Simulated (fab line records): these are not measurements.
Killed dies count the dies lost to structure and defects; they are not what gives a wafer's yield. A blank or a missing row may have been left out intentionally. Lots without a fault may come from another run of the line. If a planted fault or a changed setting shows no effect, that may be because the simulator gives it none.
fab line records | flow nandHarc | part 1 of 2: steps 1 to 33 of 39
record lots=5 | wafers=15 | lastDay=33
route steps=1302 shown A_STAIRCASE@748
lots that met no fault: from a run of the same line without faults
startH: the number of hours between the record's first day and the start of the first shown wafer of the lot | waitH: hours from the lot's prior step to this one | " identical to the entry in the row above | L1.1+2: several wafers, shown together as one row | - no value, or no start was given | * or withheld: withheld | < > ~ a bound
route shown NAME@n: NAME is a module with steps in the file, n the number in the route of the first one | usual: mean and standard deviation over wafers with no fault | same: alike in all rows | chamber/n: place in a boat | sites: the reading at each site | _std_site: how widely they spread, as a standard deviation | _edge_site: mean of outer sites minus mean of inner sites | radiusMm: how far each site lies from the wafer's centre | mask NAME#n: copy n | behind: the last tool/chamber to shape the wafer | hold: the reason the lot was held/the length of the hold in hours/how it ended | device: the n, p or np transistor that did not switch | end of line: the same wafers' tests at the end of the route | for a step that has no rows: nothing shown but its recipe | killed: the dies lost at the first sort to structure and to defects; this is not the yield of the wafer | map: a wafer's dies, marking killed ones x, the rest . and places with no die _
set.NAME: the setting the step ran with; set.NAME@STEP: the setting that earlier step ran with | model.NAME: the simulator's own value behind a step, which no gauge read
lots at selected steps of the route; one table per step, one row per wafer
services: from which hour (startH, from the record's first day; less than 0 if before it) a tool's chamber was out of use, for how many hours, and why
## steps
# step NHARC_A_STAIRCASE_ETCH_234
# recipe targetDepthA=1000 | timeS=40.5 | ionEnergyEv=400 | c4f8FlowSccm=20 | o2FlowSccm=10 | arFlowSccm=withheld | rfW=600 | biasW=1000 | chemistry=C4F8/O2
# usual oesProductAu=0.947/0.01 | rfVppV=895/5
lot.wafer | tool       | chamber | startH | waitH | oesProductAu | rfHoursCounterH | rfVppV
L076.3    | rieDiel-10 | 1       | -      | -     | 0.942        | 36              | 896
L076.2    | "          | 0       | "      | "     | 0.955        | 44              | 891
L076.5    | "          | 2       | "      | "     | 0.930        | -               | 893
L087.1    | rieDiel-10 | 0       | -      | -     | 0.926        | 23              | 890
L087.3    | "          | 1       | "      | "     | 0.928        | 21              | 898
L087.6    | "          | 3       | "      | "     | 0.948        | -               | 889
L089.3    | rieDiel-10 | 2       | -      | -     | 0.956        | 20              | 892
L089.4    | "          | 3       | "      | "     | 0.942        | 34              | 889
L089.1    | "          | 0       | "      | "     | 0.944        | 31              | 892
L095.3    | rieDiel-02 | 2       | -      | -     | 0.937        | 1               | 895
L095.5    | "          | 2       | "      | "     | 0.935        | -               | 896
L095.6    | "          | 3       | "      | "     | 0.943        | -               | 896
L097.4    | rieDiel-10 | 2       | -      | -     | 0.933        | 49              | 892
L097.3    | "          | 3       | "      | "     | 0.937        | 63              | 889
L097.6    | "          | 1       | "      | "     | 0.950        | -               | 894
# step NHARC_A_STAIRCASE_TRIM_235
# recipe timeS=211.2 | o2FlowSccm=500 | arFlowSccm=0 | biasW=0 | chemistry=O2
# usual drypumpMotorCurrentA=5.5/0.43 | oesProductAu=1.001/0.0084 | rfVppV=57.6/0.89 | showerheadPlenumPTorr=3.49/0.14 | throttleValvePct=17.039/0.0098
lot.wafer | tool       | chamber | startH | waitH | drypumpMotorCurrentA | oesProductAu | rfHoursCounterH | rfVppV | showerheadPlenumPTorr | throttleValvePct
L076.2    | rieDiel-10 | 0       | -      | -     | 5.7                  | 0.992        | 44              | 56.6   | 3.39                  | 17.054
L076.3    | "          | 2       | "      | "     | 5.2                  | 1.000        | 37              | 56.6   | 3.45                  | 17.026
L076.5    | "          | 0       | "      | "     | 5.7                  | 1.000        | -               | 57.6   | 3.39                  | 17.033
L087.3    | rieDiel-10 | 1       | -      | -     | 5.7                  | 1.002        | 21              | 56.3   | 3.52                  | 17.040
L087.1    | "          | 3       | "      | "     | 5.5                  | 1.002        | 24              | 56.1   | 3.33                  | 17.031
L087.6    | "          | 2       | "      | "     | 5.2                  | 0.990        | -               | 56.4   | 3.44                  | 17.054
L089.3    | rieDiel-10 | 0       | -      | -     | 5.7                  | 0.988        | 32              | 57.5   | 3.37                  | 17.051
L089.1    | "          | 2       | "      | "     | 5.2                  | 1.002        | 20              | 58.0   | 3.43                  | 17.038
L089.4    | "          | 3       | "      | "     | 5.6                  | 1.002        | 34              | 58.2   | 3.32                  | 17.045
L095.3    | rieDiel-02 | 1       | -      | -     | 6.4                  | 0.989        | 2               | 56.5   | 3.77                  | 17.039
L095.6    | "          | 1       | "      | "     | 6.4                  | 0.999        | -               | 58.7   | 3.77                  | 17.043
L095.5    | "          | 2       | "      | "     | 5.4                  | 1.009        | -               | 58.1   | 3.50                  | 17.033
L097.4    | rieDiel-10 | 1       | -      | -     | 5.7                  | 1.002        | 57              | 58.0   | 3.50                  | 17.042
L097.3    | "          | 2       | "      | "     | 5.2                  | 0.987        | 49              | 58.9   | 3.42                  | 17.045
L097.6    | "          | 3       | "      | "     | 5.5                  | 0.999        | -               | 57.5   | 3.31                  | 17.032
# step NHARC_A_STAIRCASE_ETCH_236
# recipe targetDepthA=1000 | timeS=40.5 | ionEnergyEv=400 | c4f8FlowSccm=20 | o2FlowSccm=10 | arFlowSccm=withheld | rfW=600 | biasW=1000 | chemistry=C4F8/O2
# usual oesProductAu=0.946/0.01 | rfVppV=895/5.2
lot.wafer | tool       | chamber | startH | waitH | oesProductAu | rfHoursCounterH | rfVppV
L076.2    | rieDiel-10 | 1       | -      | -     | 0.967        | 36              | 897
L076.3    | "          | 0       | "      | "     | 0.950        | 44              | 891
L076.5    | "          | 1       | "      | "     | 0.966        | -               | 897
L087.1    | rieDiel-10 | 1       | -      | -     | 0.947        | 21              | 896
L087.3    | "          | 3       | "      | "     | 0.934        | 24              | 890
L087.6    | "          | 0       | "      | "     | 0.944        | -               | 890
L089.4    | rieDiel-10 | 1       | -      | -     | 0.955        | 29              | 896
L089.3    | "          | 2       | "      | "     | 0.956        | 20              | 894
L089.1    | "          | 3       | "      | "     | 0.954        | 34              | 889
L095.3    | rieDiel-02 | 2       | -      | -     | 0.937        | 1               | 897
L095.6    | "          | 1       | "      | "     | 0.933        | -               | 904
L095.5    | "          | 2       | "      | "     | 0.949        | -               | 895
L097.3    | rieDiel-10 | 1       | -      | -     | 0.957        | 57              | 895
L097.4    | "          | 2       | "      | "     | 0.954        | -               | 892
L097.6    | "          | 3       | "      | "     | 0.943        | -               | 888
# step NHARC_A_STAIRCASE_STRIP_238
# recipe powerW=1500 | tempC=250 | chemistry=O2
# usual drypumpMotorCurrentA=5.6/0.53 | heaterPowerW=334/19
lot.wafer | tool           | chamber | startH | waitH | drypumpMotorCurrentA | heaterPowerW | rfHoursCounterH
L076.2    | plasmaAsher-01 | 0       | 382.10 | 0.1   | 5.3                  | 321          | 6
L076.3    | "              | 0       | "      | "     | 5.4                  | 325          | -
L076.5    | "              | 0       | "      | "     | 5.4                  | 318          | -
L087.1    | plasmaAsher-01 | 0       | 481.98 | 0.1   | 5.3                  | 330          | 28
L087.3    | "              | 1       | "      | "     | 5.1                  | 319          | -
L087.6    | "              | 1       | "      | "     | 5.1                  | 314          | -
L089.1    | plasmaAsher-01 | 1       | 510.00 | 0.1   | 5.0                  | 323          | 32
L089.4    | "              | 1       | "      | "     | 5.0                  | 325          | -
L089.3    | "              | 0       | "      | "     | 5.3                  | 312          | -
L095.3    | plasmaAsher-01 | 0       | 584.90 | 0.2   | 5.4                  | 309          | -
L095.6    | "              | 1       | "      | "     | 5.1                  | 317          | -
L095.5    | "              | 0       | "      | "     | 5.3                  | 324          | -
L097.4    | plasmaAsher-01 | 1       | 590.13 | 0.2   | 5.0                  | 315          | -
L097.3    | "              | 0       | "      | "     | 5.4                  | 316          | -
L097.6    | "              | 1       | "      | "     | 5.1                  | 312          | -
# step NHARC_A_STAIRCASE_STRIP_239
# recipe timeS=900 | tempC=130 | chemistry=SPM
lot.wafer  | tool        | chamber | startH | waitH
L076.3+2+5 | wetBench-06 | 0,1,2   | 382.47 | 0.2
L087.1+3+6 | wetBench-06 | 0,1,2   | 482.33 | 0.3
L089.1+4+3 | wetBench-06 | 6,7,0   | 510.36 | 0.3
L095.3+6+5 | wetBench-06 | 0,2,3   | 585.13 | 0.2
L097.4+6+3 | wetBench-06 | 1,3,5   | 590.40 | 0.2
# step NHARC_A_STAIRCASE_PRECLEAN_240
# recipe timeS=* | tempC=50 | bathAgeMin=0 | chemistry=SC1
lot.wafer  | tool        | chamber | startH | waitH
L076.3+2+5 | wetBench-06 | 0,1,2   | -      | -
L087.1+3+6 | wetBench-06 | 0,1,2   | -      | -
L089.1+4+3 | wetBench-06 | 6,7,0   | -      | -
L095.3+6+5 | wetBench-06 | 0,2,3   | -      | -
L097.4+6+3 | wetBench-06 | 1,3,5   | -      | -
# step NHARC_A_STAIRCASE_SRD_241
lot.wafer  | tool        | chamber | startH | waitH
L076.3+2+5 | wetBench-06 | 0,1,2   | -      | -
L087.1+3+6 | wetBench-06 | 0,1,2   | -      | -
L089.1+4+3 | wetBench-06 | 6,7,0   | -      | -
L095.3+6+5 | wetBench-06 | 0,2,3   | -      | -
L097.4+6+3 | wetBench-06 | 1,3,5   | -      | -
# step NHARC_A_STAIRCASE_DEHYDRATE_242
# recipe tempC=150 | timeS=120
lot.wafer  | tool          | chamber | startH | waitH
L076.2+3+5 | lithoTrack-03 | 0       | 382.90 | -
L087.1+3+6 | lithoTrack-05 | 0       | 482.79 | -
L089.1+3+4 | lithoTrack-05 | 0       | 510.81 | -
L095.3+5+6 | lithoTrack-05 | 0       | 585.57 | -
L097.3+4+6 | lithoTrack-03 | 0       | 590.85 | -
# step NHARC_A_STAIRCASE_HMDS_243
# recipe timeS=30
lot.wafer  | tool          | chamber | startH | waitH
L076.2+3+5 | lithoTrack-03 | 0       | -      | -
L087.1+3+6 | lithoTrack-05 | 0       | -      | -
L089.1+3+4 | lithoTrack-05 | 0       | -      | -
L095.3+5+6 | lithoTrack-05 | 0       | -      | -
L097.3+4+6 | lithoTrack-03 | 0       | -      | -
# step NHARC_A_STAIRCASE_COAT_244
# recipe spinRpm=1200
lot.wafer  | tool          | chamber | startH | waitH
L076.2+3+5 | lithoTrack-03 | 0       | -      | -
L087.1+3+6 | lithoTrack-05 | 0       | -      | -
L089.1+3+4 | lithoTrack-05 | 0       | -      | -
L095.3+5+6 | lithoTrack-05 | 0       | -      | -
L097.3+4+6 | lithoTrack-03 | 0       | -      | -
# step NHARC_A_STAIRCASE_SOFTBAKE_245
# recipe tempC=135 | timeS=170
lot.wafer  | tool          | chamber | startH | waitH
L076.2+3+5 | lithoTrack-03 | 0       | -      | -
L087.1+3+6 | lithoTrack-05 | 0       | -      | -
L089.1+3+4 | lithoTrack-05 | 0       | -      | -
L095.3+5+6 | lithoTrack-05 | 0       | -      | -
L097.3+4+6 | lithoTrack-03 | 0       | -      | -
# step NHARC_A_STAIRCASE_EBR_246
lot.wafer  | tool          | chamber | startH | waitH
L076.2+3+5 | lithoTrack-03 | 0       | -      | -
L087.1+3+6 | lithoTrack-05 | 0       | -      | -
L089.1+3+4 | lithoTrack-05 | 0       | -      | -
L095.3+5+6 | lithoTrack-05 | 0       | -      | -
L097.3+4+6 | lithoTrack-03 | 0       | -      | -
# step NHARC_A_STAIRCASE_EXPOSE_247
# recipe na=0.5 | doseMj=25.34 | maskId=SDS_1
# usual exposureDoseMJCm2=25.32/0.036
lot.wafer | tool          | chamber | startH | waitH | mask    | exposureDoseMJCm2
L076.2    | krfScanner-03 | 0       | 383.24 | -     | SDS_1#0 | 25.34
L076.3    | "             | 0       | "      | "     | SDS_1#0 | 25.33
L076.5    | "             | 0       | "      | "     | SDS_1#0 | 25.34
L087.1    | krfScanner-03 | 0       | 482.99 | -     | SDS_1#0 | 25.35
L087.3    | "             | 0       | "      | "     | SDS_1#0 | 25.37
L087.6    | "             | 0       | "      | "     | SDS_1#0 | 25.28
L089.1    | krfScanner-03 | 0       | 511.02 | -     | SDS_1#0 | 25.30
L089.3    | "             | 0       | "      | "     | SDS_1#0 | 25.36
L089.4    | "             | 0       | "      | "     | SDS_1#0 | 25.32
L095.3    | krfScanner-03 | 0       | 585.92 | -     | SDS_1#0 | 25.32
L095.5    | "             | 0       | "      | "     | SDS_1#0 | 25.34
L095.6    | "             | 0       | "      | "     | SDS_1#0 | 25.34
L097.3    | krfScanner-02 | 0       | 591.20 | -     | SDS_1#0 | 25.24
L097.4    | "             | 0       | "      | "     | SDS_1#0 | 25.28
L097.6    | "             | 0       | "      | "     | SDS_1#0 | 25.26
# step NHARC_A_STAIRCASE_PEB_248
# recipe pebTempC=115 | pebTimeS=130
lot.wafer  | tool          | chamber | startH | waitH
L076.2+3+5 | lithoTrack-07 | 0       | 383.30 | 0.1
L087.1+3+6 | lithoTrack-03 | 0       | 483.06 | 0.1
L089.1+3+4 | lithoTrack-05 | 0       | 511.09 | 0.1
L095.3+5+6 | lithoTrack-03 | 0       | 585.97 | 0.1
L097.3+4+6 | lithoTrack-05 | 0       | 591.25 | 0.1
# step NHARC_A_STAIRCASE_DEVELOP_249
# recipe timeS=140
lot.wafer  | tool          | chamber | startH | waitH
L076.2+3+5 | lithoTrack-07 | 0       | -      | -
L087.1+3+6 | lithoTrack-03 | 0       | -      | -
L089.1+3+4 | lithoTrack-05 | 0       | -      | -
L095.3+5+6 | lithoTrack-03 | 0       | -      | -
L097.3+4+6 | lithoTrack-05 | 0       | -      | -
# step NHARC_A_STAIRCASE_HARDBAKE_251
# recipe tempC=120 | timeS=140
lot.wafer  | tool          | chamber | startH | waitH
L076.2+3+5 | lithoTrack-03 | 0       | 383.53 | -
L087.1+3+6 | lithoTrack-05 | 0       | 483.28 | -
L089.1+3+4 | lithoTrack-03 | 0       | 511.31 | -
L095.3+5+6 | lithoTrack-05 | 0       | 586.20 | -
L097.3+4+6 | lithoTrack-07 | 0       | 591.48 | -
# step NHARC_A_STAIRCASE_DESCUM_252
# recipe timeS=3 | o2FlowSccm=200 | arFlowSccm=0 | biasPowerW=0 | chemistry=O2
# usual drypumpMotorCurrentA=5.6/0.42 | oesProductAu=1.003/0.0083 | rfVppV=57.7/0.9 | showerheadPlenumPTorr=1.90/0.087 | throttleValvePct=11.311/0.0095
lot.wafer | tool       | chamber | startH | waitH | drypumpMotorCurrentA | oesProductAu | rfHoursCounterH | rfVppV | showerheadPlenumPTorr | throttleValvePct
L076.2    | rieDiel-02 | 2       | 383.61 | -     | 5.4                  | 1.017        | 55              | 58.5   | 1.91                  | 11.315
L076.3    | "          | 0       | "      | "     | 5.3                  | 1.001        | 56              | 58.8   | 1.98                  | 11.311
L076.5    | "          | 3       | "      | "     | 4.7                  | 1.012        | -               | 59.1   | 1.93                  | 11.301
L087.1    | rieDiel-10 | 0       | 483.38 | -     | 5.7                  | 0.996        | 24              | 58.1   | 1.82                  | 11.312
L087.3    | "          | 2       | "      | "     | 5.2                  | 1.004        | 10              | 57.1   | 1.86                  | 11.306
L087.6    | "          | 3       | "      | "     | 5.5                  | 0.999        | -               | 57.5   | 1.80                  | 11.307
L089.3    | rieDiel-02 | 3       | 511.41 | -     | 4.8                  | 1.005        | 35              | 56.3   | 1.92                  | 11.346
L089.4    | "          | 0       | "      | "     | 5.3                  | 0.991        | 32              | 57.9   | 1.96                  | 11.312
L089.1    | "          | 1       | "      | "     | 6.4                  | 0.998        | 36              | 58.1   | 2.06                  | 11.310
L095.3    | rieDiel-02 | 3       | 586.30 | -     | 4.7                  | 1.010        | 1               | 56.4   | 1.91                  | 11.316
L095.6    | "          | 1       | "      | "     | 6.4                  | 1.000        | -               | 57.3   | 2.06                  | 11.305
L095.5    | "          | 2       | "      | "     | 5.4                  | 1.002        | -               | 58.7   | 1.90                  | 11.322
L097.3    | rieDiel-13 | 0       | 591.57 | -     | 6.1                  | 1.014        | 20              | 57.2   | 1.83                  | 11.305
L097.4    | "          | 1       | "      | "     | 5.9                  | 1.002        | 21              | 58.0   | 1.94                  | 11.302
L097.6    | "          | 3       | "      | "     | 5.4                  | 1.005        | -               | 58.7   | 2.07                  | 11.304
# step NHARC_A_STAIRCASE_ETCH_253
# recipe targetDepthA=500 | timeS=20.2 | ionEnergyEv=400 | c4f8FlowSccm=20 | o2FlowSccm=10 | arFlowSccm=withheld | rfW=600 | biasW=1000 | chemistry=C4F8/O2
# usual oesProductAu=0.954/0.016 | rfVppV=895/5.7
lot.wafer | tool       | chamber | startH | waitH | oesProductAu | rfHoursCounterH | rfVppV
L076.2    | rieDiel-02 | 3       | 383.70 | 0.1   | 0.968        | 54              | 898
L076.3    | "          | 1       | "      | "     | 0.961        | 58              | 887
L076.5    | "          | 0       | "      | "     | 0.991        | -               | 900
L087.1    | rieDiel-10 | 0       | 483.50 | 0.1   | 0.938        | 24              | 891
L087.3    | "          | 1       | "      | "     | 0.968        | 22              | 896
L087.6    | "          | 3       | "      | "     | 0.943        | -               | 889
L089.4    | rieDiel-02 | 0       | 511.49 | 0.1   | 0.970        | 32              | 899
L089.3    | "          | 1       | "      | "     | 0.982        | 36              | 906
L089.1    | "          | 2       | "      | "     | 0.983        | 28              | 896
L095.3    | rieDiel-02 | 2       | 586.38 | 0.1   | 0.960        | 2               | 894
L095.6    | "          | 0       | "      | "     | 0.965        | -               | 899
L095.5    | "          | 1       | "      | "     | 0.952        | -               | 904
L097.3    | rieDiel-13 | 3       | 591.65 | 0.1   | 0.972        | 23              | 906
L097.4    | "          | 1       | "      | "     | 0.952        | 21              | 897
L097.6    | "          | 3       | "      | "     | 0.959        | -               | 904
# step NHARC_A_STAIRCASE_STRIP_254
# recipe powerW=1500 | tempC=250 | chemistry=O2
# usual drypumpMotorCurrentA=5.6/0.54 | heaterPowerW=334/17
lot.wafer | tool           | chamber | startH | waitH | drypumpMotorCurrentA | heaterPowerW | rfHoursCounterH
L076.2    | plasmaAsher-01 | 0       | 383.79 | -     | 5.3                  | 331          | 6
L076.3    | "              | 1       | "      | "     | 5.1                  | 321          | -
L076.5    | "              | 1       | "      | "     | 5.0                  | 316          | -
L087.1    | plasmaAsher-01 | 0       | 483.59 | -     | 5.4                  | 334          | 28
L087.3    | "              | 1       | "      | "     | 5.0                  | 323          | -
L087.6    | "              | 0       | "      | "     | 5.4                  | 326          | -
L089.1    | plasmaAsher-02 | 0       | 511.62 | -     | 6.5                  | 360          | 16
L089.4    | "              | 1       | "      | "     | 5.8                  | 334          | -
L089.3    | "              | 0       | "      | "     | 6.5                  | 350          | -
L095.3    | plasmaAsher-02 | 0       | 586.61 | -     | 6.5                  | 370          | -
L095.5    | "              | 1       | "      | "     | 5.8                  | 334          | -
L095.6    | "              | 0       | "      | "     | 6.5                  | 367          | -
L097.4    | plasmaAsher-02 | 1       | 591.83 | -     | 5.8                  | 334          | -
L097.3    | "              | 0       | "      | "     | 6.5                  | 356          | -
L097.6    | "              | 0       | "      | "     | 6.5                  | 371          | -
# step NHARC_A_STAIRCASE_STRIP_255
# recipe timeS=900 | tempC=130 | chemistry=SPM
lot.wafer  | tool        | chamber | startH | waitH
L076.3+5+2 | wetBench-06 | 1,2,4   | 384.15 | 0.2
L087.6+3+1 | wetBench-04 | 2,4,5   | 483.94 | 0.1
L089.3+1+4 | wetBench-06 | 3,7,0   | 511.92 | 0.2
L095.6+5+3 | wetBench-06 | 3,4,5   | 586.83 | 0.1
L097.3+4+6 | wetBench-04 | 7,0,2   | 592.10 | 0.2
# step NHARC_A_STAIRCASE_PRECLEAN_256
# recipe timeS=* | tempC=50 | bathAgeMin=0 | chemistry=SC1
lot.wafer  | tool        | chamber | startH | waitH
L076.3+5+2 | wetBench-06 | 1,2,4   | -      | -
L087.6+3+1 | wetBench-04 | 2,4,5   | -      | -
L089.3+1+4 | wetBench-06 | 3,7,0   | -      | -
L095.6+5+3 | wetBench-06 | 3,4,5   | -      | -
L097.3+4+6 | wetBench-04 | 7,0,2   | -      | -
# step NHARC_A_STAIRCASE_SRD_257
lot.wafer  | tool        | chamber | startH | waitH
L076.3+5+2 | wetBench-06 | 1,2,4   | -      | -
L087.6+3+1 | wetBench-04 | 2,4,5   | -      | -
L089.3+1+4 | wetBench-06 | 3,7,0   | -      | -
L095.6+5+3 | wetBench-06 | 3,4,5   | -      | -
L097.3+4+6 | wetBench-04 | 7,0,2   | -      | -
# step NHARC_A_STAIRCASE_HM_DEP_456
# recipe targetThkA=31000 | tempC=400 | material=aC
# usual throttleValvePct=34.999/0.0098
lot.wafer | tool      | chamber | startH | waitH | throttleValvePct
L076.2    | aclDep-01 | 0       | 392.46 | -     | 34.989
L076.3    | "         | 0       | "      | "     | 35.006
L076.5    | "         | 0       | "      | "     | 35.001
L087.1    | aclDep-01 | 0       | 486.08 | -     | 35.015
L087.3    | "         | 0       | "      | "     | 34.983
L087.6    | "         | 0       | "      | "     | 35.000
L089.1    | aclDep-02 | 0       | 514.21 | -     | 34.983
L089.3    | "         | 0       | "      | "     | 34.992
L089.4    | "         | 0       | "      | "     | 34.988
L095.3    | aclDep-01 | 0       | 588.87 | -     | 35.015
L095.5    | "         | 0       | "      | "     | 35.002
L095.6    | "         | 0       | "      | "     | 35.005
L097.3    | aclDep-02 | 0       | 595.25 | -     | 35.009
L097.4    | "         | 0       | "      | "     | 35.000
L097.6    | "         | 0       | "      | "     | 35.005
# step NHARC_A_STAIRCASE_DEP_259
# recipe targetThkA=300 | targetThkNm=30 | tempC=400 | pressureTorr=3.5 | flowSccm=200 | rfW=350 | material=SiON
# usual heaterPowerW=718/62
lot.wafer | tool     | chamber | startH | waitH | heaterPowerW
L076.2    | pecvd-04 | 1       | 394.03 | 1.3   | 689
L076.3    | "        | 2       | "      | "     | 803
L076.5    | "        | 1       | "      | "     | 702
L087.1    | pecvd-03 | 0       | 487.95 | 1.6   | 721
L087.3    | "        | 1       | "      | "     | 668
L087.6    | "        | 0       | "      | "     | 690
L089.1    | pecvd-04 | 1       | 516.09 | 1.6   | 698
L089.3    | "        | 2       | "      | "     | 638
L089.4    | "        | 0       | "      | "     | 666
L095.3    | pecvd-03 | 2       | 590.11 | 0.9   | 776
L095.6    | "        | 0       | "      | "     | 768
L095.5    | "        | 1       | "      | "     | 626
L097.3    | pecvd-01 | 0       | 596.54 | 1.0   | 703
L097.6    | "        | 2       | "      | "     | 709
L097.4    | "        | 0       | "      | "     | 718
# step NHARC_A_STAIRCASE_DEHYDRATE_260
# recipe tempC=150 | timeS=120
lot.wafer  | tool          | chamber | startH | waitH
L076.2+3+5 | lithoTrack-03 | 0       | 394.28 | 0.2
L087.1+3+6 | lithoTrack-05 | 0       | 488.22 | 0.2
L089.1+3+4 | lithoTrack-05 | 0       | 516.36 | 0.2
L095.3+5+6 | lithoTrack-07 | 0       | 590.38 | 0.2
L097.3+4+6 | lithoTrack-05 | 0       | 596.79 | 0.2
# step NHARC_A_STAIRCASE_HMDS_261
# recipe timeS=30
lot.wafer  | tool          | chamber | startH | waitH
L076.2+3+5 | lithoTrack-03 | 0       | -      | -
L087.1+3+6 | lithoTrack-05 | 0       | -      | -
L089.1+3+4 | lithoTrack-05 | 0       | -      | -
L095.3+5+6 | lithoTrack-07 | 0       | -      | -
L097.3+4+6 | lithoTrack-05 | 0       | -      | -
# step NHARC_A_STAIRCASE_COAT_262
# recipe spinRpm=1200
lot.wafer  | tool          | chamber | startH | waitH
L076.2+3+5 | lithoTrack-03 | 0       | -      | -
L087.1+3+6 | lithoTrack-05 | 0       | -      | -
L089.1+3+4 | lithoTrack-05 | 0       | -      | -
L095.3+5+6 | lithoTrack-07 | 0       | -      | -
L097.3+4+6 | lithoTrack-05 | 0       | -      | -
# step NHARC_A_STAIRCASE_SOFTBAKE_263
# recipe tempC=135 | timeS=170
lot.wafer  | tool          | chamber | startH | waitH
L076.2+3+5 | lithoTrack-03 | 0       | -      | -
L087.1+3+6 | lithoTrack-05 | 0       | -      | -
L089.1+3+4 | lithoTrack-05 | 0       | -      | -
L095.3+5+6 | lithoTrack-07 | 0       | -      | -
L097.3+4+6 | lithoTrack-05 | 0       | -      | -
# step NHARC_A_STAIRCASE_EBR_264
lot.wafer  | tool          | chamber | startH | waitH
L076.2+3+5 | lithoTrack-03 | 0       | -      | -
L087.1+3+6 | lithoTrack-05 | 0       | -      | -
L089.1+3+4 | lithoTrack-05 | 0       | -      | -
L095.3+5+6 | lithoTrack-07 | 0       | -      | -
L097.3+4+6 | lithoTrack-05 | 0       | -      | -
# step NHARC_A_STAIRCASE_EXPOSE_265
# recipe na=0.5 | doseMj=25.01 | maskId=CHOP_200
# usual exposureDoseMJCm2=25.001/0.022
lot.wafer | tool          | chamber | startH | waitH | mask       | exposureDoseMJCm2
L076.2    | krfScanner-02 | 0       | 394.61 | -     | CHOP_200#0 | 24.982
L076.3    | "             | 0       | "      | "     | CHOP_200#0 | 24.995
L076.5    | "             | 0       | "      | "     | CHOP_200#0 | 24.976
L087.1    | krfScanner-01 | 0       | 488.55 | -     | CHOP_200#0 | 24.966
L087.3    | "             | 0       | "      | "     | CHOP_200#0 | 25.009
L087.6    | "             | 0       | "      | "     | CHOP_200#0 | 24.999
L089.1    | krfScanner-03 | 0       | 516.70 | -     | CHOP_200#0 | 24.992
L089.3    | "             | 0       | "      | "     | CHOP_200#0 | 25.031
L089.4    | "             | 0       | "      | "     | CHOP_200#0 | 24.995
L095.3    | krfScanner-01 | 0       | 590.73 | -     | CHOP_200#0 | 25.016
L095.5    | "             | 0       | "      | "     | CHOP_200#0 | 25.006
L095.6    | "             | 0       | "      | "     | CHOP_200#0 | 24.980
L097.3    | krfScanner-02 | 0       | 597.13 | -     | CHOP_200#0 | 25.028
L097.4    | "             | 0       | "      | "     | CHOP_200#0 | 24.971
L097.6    | "             | 0       | "      | "     | CHOP_200#0 | 24.986
# step NHARC_A_STAIRCASE_PEB_266
# recipe pebTempC=115 | pebTimeS=130
lot.wafer  | tool          | chamber | startH | waitH
L076.2+3+5 | lithoTrack-05 | 0       | 394.68 | 0.1
L087.1+3+6 | lithoTrack-07 | 0       | 488.62 | 0.1
L089.1+3+4 | lithoTrack-07 | 0       | 516.76 | 0.1
L095.3+5+6 | lithoTrack-07 | 0       | 590.78 | 0.1
L097.3+4+6 | lithoTrack-05 | 0       | 597.19 | 0.1
# step NHARC_A_STAIRCASE_DEVELOP_267
# recipe timeS=140
lot.wafer  | tool          | chamber | startH | waitH
L076.2+3+5 | lithoTrack-05 | 0       | -      | -
L087.1+3+6 | lithoTrack-07 | 0       | -      | -
L089.1+3+4 | lithoTrack-07 | 0       | -      | -
L095.3+5+6 | lithoTrack-07 | 0       | -      | -
L097.3+4+6 | lithoTrack-05 | 0       | -      | -
# step NHARC_A_STAIRCASE_HARDBAKE_269
# recipe tempC=120 | timeS=140
lot.wafer  | tool          | chamber | startH | waitH
L076.2+3+5 | lithoTrack-07 | 0       | 394.90 | -
L087.1+3+6 | lithoTrack-03 | 0       | 488.84 | -
L089.1+3+4 | lithoTrack-03 | 0       | 516.99 | -
L095.3+5+6 | lithoTrack-05 | 0       | 591.01 | -
L097.3+4+6 | lithoTrack-07 | 0       | 597.41 | -
